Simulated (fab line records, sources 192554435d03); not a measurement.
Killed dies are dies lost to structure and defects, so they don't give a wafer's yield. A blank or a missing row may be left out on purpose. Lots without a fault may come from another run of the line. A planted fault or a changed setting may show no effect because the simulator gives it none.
fab line records | flow n5_finfet
record lots=24 wafers=72 last_day=18
route steps=1938 shown BEOL_M2@901 BEOL_M3@947
lots that met no fault: from a run of the same line without faults
start_h: hours from the record's first day to the start of the lot's first wafer shown | wait_h: hours since the lot's step before | " the same as in the row above | L1.1+2: a row that stands for several wafers | - no value, or no start given | * or withheld: withheld | < > ~ a bound
route shown NAME@n: a module of which the file shows steps, and the number in the route of the first | usual: mean/standard deviation of fault-free wafers | same: alike in all rows | chamber/n: place in a boat | sites: the reading at each site | _std_site: their standard deviation | _edge_site: outer sites' mean less inner sites' | radius_mm: how far each site lies from the wafer's centre | mask NAME#n: copy n | behind: the tool/chamber that last shaped the wafer | hold: why the lot was held/for how many hours/how that ended | device: the transistor (n, p or np) that didn't switch | end of line: the same wafers' tests at the end of the route | a step without rows: its recipe alone | killed: dies lost to structure and defects at the first sort, not the wafer's yield | map: a wafer's dies, x killed, . not, _ none there
set.NAME: the setting as run; set.NAME@STEP: as run at that earlier step | model.NAME: the simulator's own value behind a step, which no gauge read
steps of the route over a sample of lots; a table a step, a row a wafer
services: from which hour (start_h, from the record's first day; less than 0 if before it) a tool's chamber was out of use, for how many hours, and why
## steps
# step N5_BEOL_M2_ALD_84
# recipe material=TaN target_thk_a=* temp_c=275 ald_precursor_family=PDMAT ald_co_reactant=NH3 pressure_torr=3 carrier_flow_sccm=1500 pulse_time_s=2 purge_time_s=3 co_reactant_purge_time_s=2 co_reactant_pulse_time_s=3 ald_cycles=30 precursor_vessel_temp_c=75 precursor_vessel_pressure_torr=26.25 precursor_vessel_carrier_sccm=1000
# usual heater_power_w=398/36 precursor_vessel_pressure_torr=26.25/0.054
# columns lot.wafer tool chamber start_h wait_h heater_power_w precursor_vessel_pressure_torr
L074.3 ald_metal-03 2 140.46 0.0 414 26.25
L074.4 " 0 " " 360 26.28
L074.6 " 3 " " 369 26.23
L075.1 ald_metal-02 1 149.08 0.0 373 26.23
L075.3 " 2 " " 365 26.31
L075.5 " 3 " " 430 26.22
L076.3 ald_metal-04 1 158.09 0.1 402 26.27
L076.5 " 3 " " 412 26.23
L076.6 " 2 " " 415 26.26
L077.1 ald_metal-02 0 165.86 0.1 487 26.27
L077.2 " 3 " " 424 26.29
L077.6 " 1 " " 379 26.32
L078.3 ald_metal-04 3 170.09 0.0 419 26.20
L078.5 " 3 " " 414 26.21
L078.6 " 0 " " 343 26.24
L079.2 ald_metal-04 0 185.70 0.1 351 26.31
L079.3 " 2 " " 416 26.30
L079.6 " 3 " " 400 26.33
L080.1 ald_metal-04 2 189.12 0.1 411 26.21
L080.2 " 0 " " 346 26.28
L080.3 " 3 " " 410 26.18
L081.1 ald_metal-03 1 189.38 0.2 388 26.27
L081.3 " 2 " " 424 26.28
L081.6 " 1 " " 392 26.31
L082.4 ald_metal-03 0 189.65 0.3 368 26.28
L082.5 " 0 " " 363 26.26
L082.6 " 3 " " 371 26.30
L083.3 ald_metal-04 0 194.12 0.1 342 26.29
L083.4 " 2 " " 416 26.25
L083.6 " 3 " " 414 26.20
L084.1 ald_metal-03 3 200.30 0.1 375 26.20
L084.4 " 2 " " 427 26.26
L084.6 " 0 " " 361 26.30
L085.2 ald_metal-03 0 204.03 0.1 375 26.31
L085.3 " 2 " " 426 26.32
L085.4 " 1 " " 391 26.29
L086.1 ald_metal-02 0 218.40 0.0 490 26.22
L086.2 " 3 " " 418 26.24
L086.3 " 1 " " 376 26.23
L087.1 ald_metal-02 2 221.47 0.0 369 26.05
L087.4 " 0 " " 495 26.36
L087.5 " 2 " " 368 26.05
L088.1 ald_metal-04 2 234.56 0.1 418 26.30
L088.3 " 1 " " 408 26.27
L088.6 " 2 " " 398 26.20
L089.3 ald_metal-02 1 238.16 0.1 377 26.30
L089.4 " 0 " " 491 26.26
L089.6 " 3 " " 423 26.20
L090.2 ald_metal-04 3 241.36 0.1 419 26.22
L090.4 " 2 " " 415 26.25
L090.6 " 0 " " 361 26.24
L093.2 ald_metal-04 2 246.58 0.0 401 26.29
L093.4 " 0 " " 345 26.22
L093.5 " 2 " " 411 26.23
L091.2 ald_metal-04 1 258.38 0.3 404 26.19
L091.4 " 0 " " 348 26.26
L091.5 " 1 " " 394 26.22
L094.3 ald_metal-04 2 262.55 0.1 411 26.20
L094.4 " 2 " " 406 26.29
L094.5 " 1 " " 400 26.28
L095.2 ald_metal-04 1 268.40 0.0 405 26.18
L095.3 " 0 " " 340 26.18
L095.5 " 0 " " 347 26.17
L092.1 ald_metal-02 0 268.50 0.1 485 26.28
L092.2 " 2 " " 371 26.21
L092.5 " 0 " " 497 26.21
L096.2 ald_metal-04 1 271.28 0.0 400 26.27
L096.4 " 2 " " 414 26.28
L096.6 " 1 " " 404 26.27
L097.2 ald_metal-04 2 274.34 0.0 423 26.23
L097.3 " 1 " " 395 26.34
L097.5 " 0 " " 352 26.21
# step N5_BEOL_M2_SPUTTER_86
# recipe material=Cu target_thk_a=45 temp_c=-20 chamber_pressure_pa=0.07 power_w=withheld time_s=8.29
# usual throttle_valve_pct=29.9/1
# columns lot.wafer tool chamber start_h wait_h throttle_valve_pct
L074.3 pvd_sputter-03 - 141.79 0.1 30.1
L074.4 " - " " 28.2
L074.6 " - " " 28.1
L075.1 pvd_sputter-03 - 150.56 0.1 29.5
L075.3 " - " " 29.4
L075.5 " - " " 29.3
L076.3 pvd_sputter-01 - 159.38 0.1 31.1
L076.5 " - " " 29.1
L076.6 " - " " 30.5
L077.1 pvd_sputter-01 - 167.75 0.1 29.0
L077.2 " - " " 31.3
L077.6 " - " " 31.4
L078.3 pvd_sputter-03 - 171.37 0.1 28.5
L078.5 " - " " 28.4
L078.6 " - " " 30.3
L079.2 pvd_sputter-03 - 187.06 0.1 29.6
L079.3 " - " " 28.1
L079.6 " - " " 29.5
L080.1 pvd_sputter-02 - 190.34 0.1 31.9
L080.2 " - " " 30.7
L080.3 " - " " 30.2
L081.1 pvd_sputter-03 - 190.70 0.1 29.4
L081.3 " - " " 30.1
L081.6 " - " " 30.1
L082.4 pvd_sputter-02 - 192.18 0.1 29.4
L082.5 " - " " 31.4
L082.6 " - " " 30.3
L083.3 pvd_sputter-03 - 195.27 0.1 28.3
L083.4 " - " " 29.7
L083.6 " - " " 29.5
L084.1 pvd_sputter-03 - 201.63 0.1 29.8
L084.4 " - " " 29.1
L084.6 " - " " 28.3
L085.2 pvd_sputter-03 - 205.41 0.1 30.2
L085.3 " - " " 29.8
L085.4 " - " " 29.3
L086.1 pvd_sputter-02 - 219.95 0.1 29.4
L086.2 " - " " 31.9
L086.3 " - " " 30.5
L087.1 pvd_sputter-02 - 222.83 0.1 31.9
L087.4 " - " " 30.5
L087.5 " - " " 31.8
L088.1 pvd_sputter-02 - 235.97 0.1 31.7
L088.3 " - " " 30.6
L088.6 " - " " 30.6
L089.3 pvd_sputter-03 - 239.67 0.1 29.1
L089.4 " - " " 29.7
L089.6 " - " " 29.6
L090.2 pvd_sputter-02 - 242.50 0.1 30.2
L090.4 " - " " 30.8
L090.6 " - " " 31.8
L093.2 pvd_sputter-01 - 249.16 0.1 30.5
L093.4 " - " " 29.0
L093.5 " - " " 30.8
L091.2 pvd_sputter-02 - 260.08 0.1 30.4
L091.4 " - " " 29.4
L091.5 " - " " 31.6
L094.3 pvd_sputter-02 - 263.80 0.1 29.3
L094.4 " - " " 31.9
L094.5 " - " " 29.3
L095.2 pvd_sputter-02 - 269.60 0.1 30.2
L095.3 " - " " 30.8
L095.5 " - " " 31.7
L092.1 pvd_sputter-01 - 270.20 0.1 29.0
L092.2 " - " " 31.1
L092.5 " - " " 31.4
L096.2 pvd_sputter-02 - 272.46 0.1 30.6
L096.4 " - " " 31.9
L096.6 " - " " 31.8
L097.2 pvd_sputter-03 - 275.45 0.1 29.8
L097.3 " - " " 30.1
L097.5 " - " " 29.1
# step N5_BEOL_M2_CMP_52
# recipe stop_on=SiOC t_overpolish_s=6.8 down_force_psi=1 platen_rpm=50 clearing_platen_down_force_psi=1.5 clearing_platen_rpm=50 post_cmp_clean=cu_alkaline target_thk_nm=40 clearing_platen_pad_velocity_m_s=0.99484 pad_velocity_m_s=0.99484
# usual barrier_field_endpoint_s=24.8/0.7 motor_current_A=6.2/0.56 overpolish_run_s=6.800/0.0085 pad_life_wafers=1098/530 time_to_endpoint_s=63/3.4
# columns lot.wafer tool chamber start_h wait_h barrier_field_endpoint_s motor_current_A overpolish_run_s pad_life_wafers time_to_endpoint_s
L074.4 cmp-04 1 143.38 0.1 23.9 6.9 6.812 870 60
L074.3 " 0 " " 24.3 6.1 6.819 873 67
L074.6 " 1 " " 23.9 6.5 6.786 - 62
L075.1 cmp-02 1 152.19 0.3 24.3 6.1 6.804 1621 63
L075.3 " 3 " " 25.6 6.0 6.804 1623 66
L075.5 " 0 " " 24.3 7.0 6.810 - 63
L076.3 cmp-02 1 161.05 0.2 23.7 6.0 6.796 1694 62
L076.6 " 3 " " 24.0 6.3 6.807 - 61
L076.5 " 0 " " 24.4 6.7 6.808 - 63
L077.2 cmp-04 1 169.35 0.2 23.9 6.6 6.803 1086 58
L077.1 " 2 " " 24.4 5.5 6.788 1087 63
L077.6 " 2 " " 23.7 5.3 6.802 - 58
L078.3 cmp-02 1 173.08 0.3 24.3 5.9 6.798 1773 59
L078.5 " 2 " " 24.4 6.5 6.795 - 59
L078.6 " 3 " " 24.7 6.2 6.811 - 64
L079.2 cmp-02 1 188.73 0.3 23.8 6.1 6.805 1916 62
L079.3 " 2 " " 24.0 6.6 6.807 1917 62
L079.6 " 3 " " 24.9 6.3 6.790 - 65
L080.2 cmp-04 2 191.94 0.2 24.0 5.8 6.805 1212 63
L080.3 " 0 " " 25.0 5.7 6.789 1214 66
L080.1 " 1 " " 24.1 6.7 6.791 1215 61
L081.1 cmp-03 0 192.29 0.3 25.0 6.3 6.799 570 64
L081.3 " 1 " " 25.2 7.3 6.789 571 64
L081.6 " 1 " " 24.1 7.0 6.788 - 61
L082.4 cmp-03 1 193.93 0.2 25.2 7.4 6.805 585 64
L082.5 " 2 " " 25.2 5.0 6.791 - 64
L082.6 " 3 " " 24.6 6.3 6.801 - 60
L083.3 cmp-04 3 196.86 0.2 25.3 5.2 6.800 1266 65
L083.4 " 1 " " 24.5 6.7 6.789 1268 62
L083.6 " 0 " " 25.6 5.7 6.807 - 66
L084.1 cmp-03 3 203.27 0.3 25.3 6.4 6.797 679 60
L084.4 " 0 " " 26.0 6.1 6.813 680 64
L084.6 " 3 " " 24.8 6.0 6.802 - 58
L085.4 cmp-02 1 207.04 0.2 24.8 6.0 6.793 43 63
L085.2 " 2 " " 24.0 6.5 6.808 44 61
L085.3 " 3 " " 25.3 6.4 6.808 45 67
L086.3 cmp-04 2 221.54 0.2 25.5 5.9 6.803 1518 72
L086.1 " 0 " " 26.2 5.9 6.774 1520 73
L086.2 " 1 " " 25.8 7.1 6.811 1521 69
L087.4 cmp-04 0 224.51 0.2 26.3 6.2 6.802 1543 71
L087.1 " 1 " " 25.0 7.1 6.812 1544 65
L087.5 " 3 " " 25.7 5.6 6.789 - 66
L088.1 cmp-03 2 238.11 0.5 25.5 5.2 6.795 990 67
L088.3 " 0 " " 25.8 5.9 6.803 992 66
L088.6 " 2 " " 25.6 5.1 6.813 - 65
L089.3 cmp-02 2 241.61 0.4 23.5 6.7 6.806 421 58
L089.4 " 0 " " 24.6 6.8 6.793 423 60
L089.6 " 2 " " 23.6 6.7 6.792 - 58
L090.4 cmp-02 0 244.10 0.1 24.6 7.1 6.802 444 61
L090.2 " 2 " " 24.4 6.8 6.807 446 59
L090.6 " 0 " " 24.9 6.7 6.790 - 62
L093.2 cmp-03 0 250.89 0.3 24.4 6.2 6.808 1093 63
L093.4 " 2 " " 25.9 5.3 6.786 1095 66
L093.5 " 0 " " 25.1 5.8 6.793 - 63
L091.4 cmp-04 0 261.71 0.2 25.5 6.0 6.801 1843 69
L091.2 " 1 " " 24.8 6.6 6.791 1844 61
L091.5 " 0 " " 26.0 5.9 6.796 - 66
L094.3 cmp-04 1 265.71 0.2 24.5 6.9 6.805 1873 59
L094.4 " 3 " " 24.8 5.6 6.797 1875 61
L094.5 " 0 " " 25.3 5.9 6.790 - 63
L092.1 cmp-03 0 271.83 0.3 25.4 6.0 6.796 1261 69
L092.2 " 1 " " 24.7 7.1 6.792 1262 66
L092.5 " 3 " " 25.1 5.9 6.789 - 65
L095.2 cmp-02 1 272.00 0.7 23.6 5.9 6.793 660 58
L095.3 " 2 " " 23.5 6.8 6.812 661 58
L095.5 " 1 " " 24.3 5.9 6.793 - 61
L096.4 cmp-02 1 274.09 0.2 25.1 6.2 6.794 673 62
L096.2 " 2 " " 24.0 6.6 6.789 674 59
L096.6 " 1 " " 24.3 6.2 6.811 - 61
L097.3 cmp-02 3 277.31 0.3 24.1 6.1 6.812 690 58
L097.2 " 0 " " 23.9 7.1 6.808 691 63
L097.5 " 0 " " 25.1 6.7 6.799 - 60
# step N5_BEOL_M3_DESCUM_16
# recipe chemistry=O2 time_s=7 source_power_w=50 bias_power_w=20 pressure_mtorr=20 rf_frequency_hz=2.712e+07 temp_c=40 resist=CAR-EUV o2_flow_sccm=225
# usual drypump_motor_current_A=5.81/0.24 oes_product_au=0.79/0.091 rf_vpp_V=243.5/1.4 showerhead_plenum_p_Torr=2.11/0.078 throttle_valve_pct=20.4/0.32
# columns lot.wafer tool chamber start_h wait_h drypump_motor_current_A oes_product_au rf_hours_counter_h rf_vpp_V showerhead_plenum_p_Torr throttle_valve_pct
L074.3 rie_diel-03 2 145.53 0.0 5.74 0.92 37 245.0 2.22 20.0
L074.4 " 3 " " 5.45 0.80 108 243.1 2.02 20.5
L074.6 " 0 " " 5.61 0.94 - 244.6 2.16 20.3
L075.1 rie_diel-05 3 153.66 0.0 5.62 0.91 15 244.8 2.12 20.3
L075.3 " 2 " " 6.03 0.72 189 240.7 1.98 20.6
L075.5 " 2 " " 6.02 0.71 - 242.0 1.98 20.5
L076.3 rie_diel-05 2 162.91 0.0 6.04 0.72 193 241.3 1.98 20.6
L076.5 " 2 " " 6.04 0.72 - 241.1 1.98 20.5
L076.6 " 3 " " 5.63 0.90 - 243.6 2.12 20.3
L077.1 rie_diel-05 2 171.13 0.0 6.06 0.71 197 241.5 1.98 20.6
L077.2 " 1 " " 5.91 0.70 206 245.9 2.18 20.9
L077.6 " 1 " " 5.92 0.71 - 243.9 2.18 20.9
L078.3 rie_diel-05 1 175.48 0.1 5.93 0.70 207 243.9 2.18 20.9
L078.5 " 3 " " 5.64 0.88 - 244.2 2.12 20.3
L078.6 " 1 " " 5.92 0.70 - 244.1 2.18 20.9
L079.2 rie_diel-03 0 192.65 0.0 5.61 0.91 40 244.6 2.15 20.3
L079.3 " 1 " " 6.33 0.72 168 245.0 2.18 20.1
L079.6 " 2 " " 5.70 0.89 - 245.9 2.22 20.1
L080.1 rie_diel-05 1 193.96 0.0 5.90 0.70 213 244.9 2.18 20.9
L080.2 " 2 " " 6.05 0.71 204 241.4 1.97 20.6
L080.3 " 0 " " 5.64 0.96 5 244.1 2.13 19.8
L081.1 rie_diel-03 0 194.22 0.0 5.62 0.91 40 244.1 2.15 20.4
L081.3 " 2 " " 5.73 0.89 53 244.5 2.22 20.0
L081.6 " 1 " " 6.31 0.72 - 243.2 2.18 20.2
L082.4 rie_diel-06 1 195.13 0.0 5.40 0.76 159 245.1 2.19 20.6
L082.5 " 1 " " 5.42 0.76 - 244.4 2.19 20.6
L082.6 " 2 " " 5.84 0.75 - 242.8 2.09 20.6
L083.3 rie_diel-03 2 199.06 0.0 5.72 0.89 55 244.2 2.22 20.0
L083.4 " 3 " " 5.46 0.79 121 240.3 2.02 20.5
L083.6 " 2 " " 5.72 0.88 - 243.9 2.22 20.1
L084.1 rie_diel-03 1 205.35 0.0 6.30 0.71 173 243.4 2.18 20.2
L084.4 " 0 " " 5.64 0.89 45 243.3 2.15 20.4
L084.6 " 1 " " 6.29 0.72 - 244.0 2.18 20.2
L085.2 rie_diel-05 3 210.53 0.0 5.62 0.88 33 244.8 2.12 20.3
L085.3 " 1 " " 5.89 0.70 219 243.1 2.17 20.9
L085.4 " 2 " " 6.07 0.70 210 241.4 1.97 20.6
L086.1 rie_diel-06 1 224.51 0.0 5.41 0.75 168 244.6 2.18 20.6
L086.2 " 3 " " 5.84 0.85 68 243.5 2.02 20.0
L086.3 " 0 " " 6.07 0.71 224 242.1 2.05 20.4
L087.1 rie_diel-05 0 228.17 0.0 5.61 0.93 17 245.4 2.12 19.8
L087.4 " 2 " " 6.08 0.69 215 241.4 1.97 20.6
L087.5 " 3 " " 5.62 0.86 - 245.0 2.11 20.3
L088.1 rie_diel-06 3 241.44 0.1 5.84 0.84 74 242.5 2.02 20.0
L088.3 " 1 " " 5.42 0.75 173 242.4 2.18 20.6
L088.6 " 3 " " 5.88 0.85 - 241.7 2.02 20.0
L089.3 rie_diel-06 1 244.63 0.0 5.42 0.75 175 245.4 2.18 20.6
L089.4 " 3 " " 5.82 0.83 75 241.5 2.02 20.0
L089.6 " 3 " " 5.87 0.84 - 242.3 2.02 20.0
L090.2 rie_diel-05 1 246.12 0.1 5.89 0.69 230 242.7 2.17 20.9
L090.4 " 1 " " 5.90 0.69 - 245.2 2.17 20.9
L090.6 " 2 " " 6.05 0.68 - 241.2 1.97 20.6
L093.2 rie_diel-05 0 254.78 0.2 5.65 0.91 27 242.3 2.12 19.9
L093.4 " 2 " " 6.07 0.69 225 241.3 1.97 20.6
L093.5 " 1 " " 5.92 0.69 - 243.6 2.17 20.9
L091.2 rie_diel-05 3 263.68 0.7 5.64 0.86 47 242.8 2.11 20.3
L091.4 " 1 " " 5.91 0.68 236 243.1 2.17 20.9
L091.5 " 1 " " 5.89 0.68 - 243.3 2.17 20.9
L094.3 rie_diel-03 3 270.71 2.1 5.46 0.76 145 242.4 2.01 20.6
L094.4 " 2 " " 5.72 0.85 - 246.3 2.21 20.1
L094.5 " 3 " " 5.46 0.77 - 240.5 2.01 20.5
L092.1 rie_diel-03 2 276.95 2.6 5.69 0.86 83 244.6 2.21 20.1
L092.2 " 0 " " 5.59 0.86 70 244.0 2.14 20.4
L092.5 " 2 " " 5.71 0.85 - 244.2 2.21 20.1
L095.2 rie_diel-05 2 279.44 4.9 6.06 0.68 228 241.8 1.97 20.6
L095.3 " 3 " " 5.64 0.85 48 244.2 2.11 20.3
L095.5 " 0 " " 5.63 0.90 - 242.7 2.12 19.8
L096.2 rie_diel-05 2 280.48 5.2 6.06 0.69 229 242.3 1.97 20.6
L096.4 " 0 " " 5.62 0.89 31 243.6 2.12 19.8
L096.6 " 1 " " 5.92 0.68 - 245.2 2.17 20.9
L097.2 rie_diel-05 2 281.96 3.4 6.07 0.69 230 241.5 1.96 20.6
L097.3 " 0 " " 5.63 0.90 32 244.6 2.12 19.8
L097.5 " 1 " " 5.90 0.70 - 245.3 2.17 20.9
# step N5_BEOL_M3_CD_MEAS_28
# recipe target_cd_nm=25.7 landing_energy_ev=500 detector=se_inlens target_cd_y_nm=23.3 polarity=opening
# usual cd_nm=25.77/0.24
# columns lot.wafer tool chamber start_h wait_h cd_nm
L074.3 cd_sem-02 0 146.41 - 25.91
L074.4 " 0 " " 26.01
L074.6 " 0 " " 26.20
L075.1 cd_sem-02 0 154.40 - 25.84
L075.3 " 0 " " 25.45
L075.5 " 0 " " 25.88
L076.3 cd_sem-02 0 163.79 - 25.42
L076.5 " 0 " " 25.82
L076.6 " 0 " " 25.60
L077.1 cd_sem-01 0 171.87 - 25.71
L077.2 " 0 " " 25.93
L077.6 " 0 " " 25.86
L078.3 cd_sem-02 0 176.32 - 25.70
L078.5 " 0 " " 25.52
L078.6 " 0 " " 25.37
L079.2 cd_sem-01 0 193.49 - 25.65
L079.3 " 0 " " 25.87
L079.6 " 0 " " 25.89
L080.1 cd_sem-03 0 194.96 - 25.89
L080.2 " 0 " " 26.03
L080.3 " 0 " " 25.83
L081.1 cd_sem-03 0 195.07 - 25.67
L081.3 " 0 " " 25.61
L081.6 " 0 " " 25.34
L082.4 cd_sem-01 0 196.10 - 25.89
L082.5 " 0 " " 25.68
L082.6 " 0 " " 26.13
L083.3 cd_sem-03 0 200.14 - 25.89
L083.4 " 0 " " 25.86
L083.6 " 0 " " 25.84
L084.1 cd_sem-02 0 206.09 - 25.12
L084.4 " 0 " " 25.83
L084.6 " 0 " " 25.79
L085.2 cd_sem-01 0 211.30 - 25.63
L085.3 " 0 " " 25.40
L085.4 " 0 " " 26.18
L086.1 cd_sem-02 0 225.48 - 25.93
L086.2 " 0 " " 25.94
L086.3 " 0 " " 26.15
L087.1 cd_sem-02 0 229.04 - 25.80
L087.4 " 0 " " 25.90
L087.5 " 0 " " 25.68
L088.1 cd_sem-01 0 242.41 - 25.56
L088.3 " 0 " " 25.83
L088.6 " 0 " " 25.78
L089.3 cd_sem-02 0 245.57 - 25.43
L089.4 " 0 " " 25.98
L089.6 " 0 " " 25.96
L090.2 cd_sem-03 0 247.11 - 25.35
L090.4 " 0 " " 25.70
L090.6 " 0 " " 25.20
L093.2 cd_sem-01 0 255.74 - 25.49
L093.4 " 0 " " 25.80
L093.5 " 0 " " 25.53
L091.2 cd_sem-02 0 264.73 - 25.92
L091.4 " 0 " " 25.99
L091.5 " 0 " " 26.11
L094.3 cd_sem-01 0 280.21 - 25.92
L094.4 " 0 " " 25.66
L094.5 " 0 " " 25.48
L092.1 cd_sem-02 0 280.39 - 26.09
L092.2 " 0 " " 25.79
L092.5 " 0 " " 25.75
L095.2 cd_sem-01 0 280.45 - 25.98
L095.3 " 0 " " 25.70
L095.5 " 0 " " 26.27
L097.2 cd_sem-02 0 284.25 - 25.90
L097.3 " 0 " " 25.69
L097.5 " 0 " " 25.67
L096.2 cd_sem-01 0 284.31 - 25.38
L096.4 " 0 " " 25.77
L096.6 " 0 " " 25.33
# step N5_BEOL_M3_ETCH_69
# recipe chemistry=CF4 target=SiARC target_depth_a=156 mask_material=CAR-EUV time_s=26 ion_energy_ev=80 pressure_mtorr=40 source_w=545 bias_w=36 Ar_flow_sccm=100 cf4_flow_sccm=100 ends=cleared
# usual drypump_motor_current_A=5.80/0.25 etch_rf_on_time_s=26.0/0.63 oes_product_au=0.67/0.077 rf_vpp_V=184.3/1.2 showerhead_plenum_p_Torr=2.17/0.073 throttle_valve_pct=15.60/0.3
# columns lot.wafer tool chamber start_h wait_h drypump_motor_current_A etch_rf_on_time_s oes_product_au rf_hours_counter_h rf_vpp_V showerhead_plenum_p_Torr throttle_valve_pct
L074.3 rie_diel-06 2 146.58 0.0 5.83 25.5 0.65 156 184.3 2.14 15.75
L074.4 " 3 " " 5.88 25.4 0.75 43 183.0 2.08 15.13
L074.6 " 1 " " 5.41 25.8 0.66 - 186.0 2.22 15.65
L075.1 rie_diel-05 3 154.58 0.0 5.62 25.0 0.81 15 184.8 2.19 15.47
L075.3 " 2 " " 6.09 26.3 0.60 190 182.6 2.05 15.92
L075.5 " 1 " " 5.90 26.5 0.60 - 183.7 2.22 15.92
L076.3 rie_diel-05 2 163.96 0.0 6.08 26.1 0.61 193 181.6 2.05 15.91
L076.5 " 2 " " 6.08 26.0 0.60 - 183.4 2.05 15.95
L076.6 " 3 " " 5.62 25.0 0.79 - 183.4 2.19 15.48
L077.1 rie_diel-06 1 172.05 0.0 5.40 25.7 0.65 152 184.1 2.22 15.65
L077.2 " 0 " " 6.11 26.2 0.61 207 184.4 2.13 15.79
L077.6 " 3 " " 5.85 25.7 0.75 - 183.6 2.08 15.14
L078.3 rie_diel-05 2 176.49 0.0 6.03 26.0 0.60 199 182.3 2.05 15.95
L078.5 " 2 " " 6.03 26.1 0.60 - 183.0 2.05 15.94
L078.6 " 3 " " 5.63 24.9 0.78 - 185.4 2.18 15.49
L079.2 rie_diel-03 1 193.66 0.0 6.36 27.4 0.60 168 185.3 2.21 15.31
L079.3 " 0 " " 5.59 25.5 0.76 40 184.4 2.19 15.43
L079.6 " 2 " " 5.72 25.6 0.75 - 184.9 2.27 15.33
L080.1 rie_diel-03 2 195.14 0.0 5.72 25.6 0.76 53 186.8 2.27 15.30
L080.2 " 1 " " 6.31 27.7 0.60 169 186.1 2.21 15.31
L080.3 " 0 " " 5.57 25.7 0.76 41 185.7 2.19 15.44
L081.1 rie_diel-05 1 195.27 0.0 5.92 26.2 0.59 213 184.9 2.21 15.97
L081.3 " 3 " " 5.63 25.2 0.76 29 184.6 2.18 15.51
L081.6 " 2 " " 6.05 26.3 0.59 - 182.9 2.04 15.94
L082.4 rie_diel-06 0 196.31 0.0 6.12 25.8 0.61 215 184.9 2.13 15.82
L082.5 " 1 " " 5.42 25.6 0.65 - 185.7 2.22 15.66
L082.6 " 0 " " 6.08 26.0 0.60 - 183.0 2.13 15.81
L083.3 rie_diel-03 0 200.31 0.0 5.62 25.2 0.76 43 184.5 2.19 15.46
L083.4 " 3 " " 5.45 25.7 0.68 122 183.0 2.07 15.70
L083.6 " 2 " " 5.71 25.3 0.75 - 184.5 2.27 15.33
L084.1 rie_diel-05 2 206.27 0.0 6.05 26.2 0.59 208 182.9 2.04 15.95
L084.4 " 0 " " 5.64 26.5 0.78 10 186.4 2.20 15.12
L084.6 " 1 " " 5.90 26.1 0.60 - 185.1 2.21 15.97
L085.2 rie_diel-03 1 211.47 0.0 6.40 27.6 0.59 175 185.8 2.21 15.32
L085.3 " 0 " " 5.59 25.4 0.76 47 184.4 2.19 15.46
L085.4 " 3 " " 5.50 25.9 0.67 126 182.2 2.07 15.70
L086.1 rie_diel-05 1 225.66 0.0 5.89 25.8 0.59 223 185.3 2.21 15.97
L086.2 " 3 " " 5.62 25.2 0.75 38 184.2 2.18 15.53
L086.3 " 2 " " 6.04 26.1 0.58 214 182.1 2.04 15.99
L087.1 rie_diel-05 1 229.22 0.0 5.90 26.4 0.58 224 185.0 2.21 15.97
L087.4 " 0 " " 5.62 26.7 0.77 17 186.1 2.19 15.14
L087.5 " 2 " " 6.05 26.2 0.59 - 183.0 2.04 15.99
L088.1 rie_diel-05 1 242.61 0.0 5.93 26.0 0.59 228 185.6 2.21 16.01
L088.3 " 2 " " 6.05 26.1 0.58 220 183.5 2.04 15.97
L088.6 " 0 " " 5.63 26.6 0.76 - 183.7 2.19 15.15
L089.3 rie_diel-05 1 245.82 0.0 5.92 26.3 0.58 230 184.9 2.20 16.00
L089.4 " 0 " " 5.65 26.4 0.77 - 184.2 2.19 15.15
L089.6 " 2 " " 6.05 26.6 0.58 - 182.5 2.04 16.00
L090.2 rie_diel-05 1 247.29 0.0 5.91 26.2 0.59 231 184.9 2.20 16.00
L090.4 " 0 " " 5.63 26.4 0.77 - 182.6 2.19 15.16
L090.6 " 1 " " 5.92 26.3 0.58 - 185.3 2.20 16.02
L093.2 rie_diel-03 1 256.04 0.0 6.33 27.7 0.59 189 185.1 2.21 15.35
L093.4 " 2 " " 5.70 25.7 0.73 73 183.5 2.27 15.33
L093.5 " 2 " " 5.73 25.6 0.72 - 185.3 2.27 15.35
L091.2 rie_diel-03 2 264.93 0.0 5.70 25.8 0.71 76 184.8 2.27 15.35
L091.4 " 2 " " 5.71 25.6 0.72 - 187.2 2.27 15.35
L091.5 " 3 " " 5.48 26.1 0.66 - 182.4 2.06 15.75
L094.3 rie_diel-03 2 284.09 0.0 5.72 25.4 0.71 87 185.7 2.26 15.37
L094.4 " 0 " " 5.64 25.0 0.73 74 184.5 2.18 15.52
L094.5 " 0 " " 5.60 25.4 0.72 - 184.6 2.18 15.50
L092.1 rie_diel-03 3 284.63 0.0 5.44 26.0 0.66 152 183.0 2.06 15.76
L092.2 " 0 " " 5.60 25.6 0.73 75 185.1 2.18 15.51
L092.5 " 2 " " 5.70 25.7 0.71 - 186.2 2.26 15.38
L095.2 rie_diel-03 0 284.74 0.0 5.64 25.2 0.74 75 184.4 2.18 15.51
L095.3 " 2 " " 5.71 25.8 0.72 87 184.0 2.26 15.37
L095.5 " 3 " " 5.46 26.2 0.65 - 182.0 2.06 15.76
L097.2 rie_diel-05 2 286.13 0.0 6.03 26.3 0.58 232 182.8 2.04 16.02
L097.3 " 0 " " 5.63 26.7 0.75 34 183.4 2.19 15.19
L097.5 " 2 " " 6.04 26.5 0.57 - 183.0 2.04 16.01
L096.2 rie_diel-05 1 286.24 0.0 5.91 26.2 0.58 240 184.9 2.20 16.01
L096.4 " 0 " " 5.64 26.6 0.74 34 184.8 2.19 15.16
L096.6 " 0 " " 5.62 26.6 0.75 - 184.7 2.19 15.18
## services
# columns tool chamber start_h hours kind
cmp-02 - 117.55 6.2 pm
ald_metal-04 - 117.95 8.7 pm
cmp-03 - 120.08 4.0 pm
rie_diel-03 2 120.54 4.1 repair
ald_metal-03 1 127.24 24.1 repair
ald_metal-04 - 137.10 0.7 repair
cmp-03 - 141.99 5.0 pm
rie_diel-03 - 157.42 0.6 repair
cmp-04 - 174.90 6.6 pm
rie_diel-03 3 181.91 13.3 repair
cmp-02 - 197.13 4.0 pm
rie_diel-05 3 199.25 6.7 repair
cmp-03 - 201.61 1.2 repair
cmp-03 - 206.51 0.8 repair
rie_diel-05 - 215.61 0.7 repair
cmp-02 - 216.47 0.3 repair
rie_diel-05 3 239.24 9.6 repair
cmp-03 - 240.67 1.8 repair
ald_metal-04 3 248.32 174.3 repair
rie_diel-06 2 252.13 10.8 repair
rie_diel-06 0 256.55 7.3 repair
rie_diel-06 1 257.61 3.4 repair
rie_diel-03 1 264.32 8.9 repair
rie_diel-05 - 264.84 14.6 pm
## key
fault none
